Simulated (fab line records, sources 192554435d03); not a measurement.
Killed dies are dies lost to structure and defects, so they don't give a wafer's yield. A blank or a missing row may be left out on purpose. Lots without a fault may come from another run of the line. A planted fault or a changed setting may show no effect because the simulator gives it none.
Split-lot experiment | flow n5_finfet | 7 lots, 39 wafers read, on a route of 1938 steps

THE SPLIT
At N5_HKMG_FIN_EXPOSE_09 (exposes mask NWFM), the setting dose_mj was moved away from the recipe's 39.25 on 12 of the 39 wafers read, by -7.9% to +7.6%. The other wafers ran this setting at the recipe's value.

FROM THE SPLIT TO THE READING: what the file shows between them, 2 steps
- N5_HKMG_FIN_PEB_10: peb time 60 s
- N5_HKMG_FIN_DEVELOP_11: develop time 30 s

THE READING
cd_nm, in nm, at N5_HKMG_FIN_CD_MEAS_12 (target cd 92.8 nm). Fault-free wafers of this fab line usually give 93.1 nm, standard deviation 0.62 nm.

wafer  | tool, chamber at the split | dose_mj as run | against the recipe | cd_nm, nm | against lot-mates on the recipe
L074.1 | arfi_scanner-02, 0         | 39.25          | recipe             | 92.9      | -
L074.2 | arfi_scanner-02, 0         | 39.25          | recipe             | 92.7      | -
L074.3 | arfi_scanner-02, 0         | 39.25          | recipe             | 93.3      | -
L074.4 | arfi_scanner-02, 0         | 39.25          | recipe             | 92.7      | -
L074.5 | arfi_scanner-02, 0         | 39.25          | recipe             | 92.9      | -
L074.6 | arfi_scanner-02, 0         | 39.25          | recipe             | 92.2      | -
L084.1 | arfi_scanner-03, 0         | 42.23          | +7.6%              | 96.8      | +4.3
L084.2 | arfi_scanner-03, 0         | 42.23          | +7.6%              | 97.3      | +4.8
L084.3 | arfi_scanner-03, 0         | 42.23          | +7.6%              | 96.6      | +4.1
L084.4 | arfi_scanner-03, 0         | 39.25          | recipe             | 92.6      | -
L084.5 | arfi_scanner-03, 0         | 39.25          | recipe             | 92.5      | -
L084.6 | arfi_scanner-03, 0         | 39.25          | recipe             | 92.5      | -
L086.1 | arfi_scanner-02, 0         | 39.25          | recipe             | 93.0      | -
L086.2 | arfi_scanner-02, 0         | 36.16          | -7.9%              | 87.4      | -5.5
L086.3 | arfi_scanner-02, 0         | 39.25          | recipe             | 93.1      | -
L086.4 | arfi_scanner-02, 0         | 36.16          | -7.9%              | 87.2      | -5.7
L086.5 | arfi_scanner-02, 0         | 36.16          | -7.9%              | 87.6      | -5.3
L086.6 | arfi_scanner-02, 0         | 39.25          | recipe             | 92.5      | -
L089.1 | arfi_scanner-03, 0         | 39.25          | recipe             | 92.6      | -
L089.2 | arfi_scanner-03, 0         | 39.25          | recipe             | 92.0      | -
L089.3 | arfi_scanner-03, 0         | 39.25          | recipe             | 91.9      | -
L089.4 | arfi_scanner-03, 0         | 39.25          | recipe             | 92.4      | -
L089.5 | arfi_scanner-03, 0         | 39.25          | recipe             | 92.9      | -
L089.6 | arfi_scanner-03, 0         | 39.25          | recipe             | 92.2      | -
L092.4 | arfi_scanner-01, 0         | 39.25          | recipe             | 93.4      | -
L092.5 | arfi_scanner-01, 0         | 39.25          | recipe             | 92.0      | -
L092.6 | arfi_scanner-01, 0         | 39.25          | recipe             | 92.5      | -
L093.1 | arfi_scanner-03, 0         | 39.25          | recipe             | 93.1      | -
L093.2 | arfi_scanner-03, 0         | 39.25          | recipe             | 93.3      | -
L093.3 | arfi_scanner-03, 0         | 37.49          | -4.5%              | 89.6      | -3.4
L093.4 | arfi_scanner-03, 0         | 39.25          | recipe             | 92.7      | -
L093.5 | arfi_scanner-03, 0         | 37.49          | -4.5%              | 89.3      | -3.7
L093.6 | arfi_scanner-03, 0         | 37.49          | -4.5%              | 90.0      | -3.0
L095.1 | arfi_scanner-03, 0         | 39.25          | recipe             | 92.6      | -
L095.2 | arfi_scanner-03, 0         | 36.44          | -7.2%              | 88.4      | -5.1
L095.3 | arfi_scanner-03, 0         | 36.44          | -7.2%              | 89.4      | -4.1
L095.4 | arfi_scanner-03, 0         | 36.44          | -7.2%              | 89.3      | -4.2
L095.5 | arfi_scanner-03, 0         | 39.25          | recipe             | 94.5      | -
L095.6 | arfi_scanner-03, 0         | 39.25          | recipe             | 93.3      | -

THE FIT
A straight line over all 39 wafers: cd_nm changes by +0.593 nm for each +1% of dose_mj; r = +0.97; the points scatter about the line by 0.57 nm.
The same after taking each lot's own level away (the mean of its wafers on the recipe; 39 wafers): +0.639 nm for each +1%; r = +0.98; scatter 0.45 nm.
On that fit, the largest move of dose_mj shifts the reading by 5 nm.
The lots' own levels span 92.33 to 93.47 nm, that is 1.8 times the standard deviation above.
So the lot-to-lot level changes the slope little: the two slopes agree.
Check: with one of the wafers moved furthest among these (-7.9%) left out of the fit, the line predicts -5.09 nm for it against its lot-mates. It came out at -5.47 nm against them.

OTHER SPLITS ON THESE WAFERS
These wafers also went through other splits before the reading. Each is held against what the fit with the lots' levels taken away leaves over:
other split on the same wafers               | wafers away from the commonest value | r with cd_nm (lot level and that fit taken away)
N5_PMOS_HMC_CHANNEL_EPI_FIN_RECESS_16 time_s | 12                                   | +0.03
N5_FIN_SAQP_EXPOSE_13 dose_mj                | 12                                   | +0.20
N5_DUMMY_GATE_HM_DEP_06 time_s               | 30                                   | +0.02
N5_DUMMY_GATE_ETCH_37 source_w               | 12                                   | +0.43

THE FILE'S OWN FIT
cd_nm changes by +0.644 nm for each +1% of dose_mj, r = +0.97.
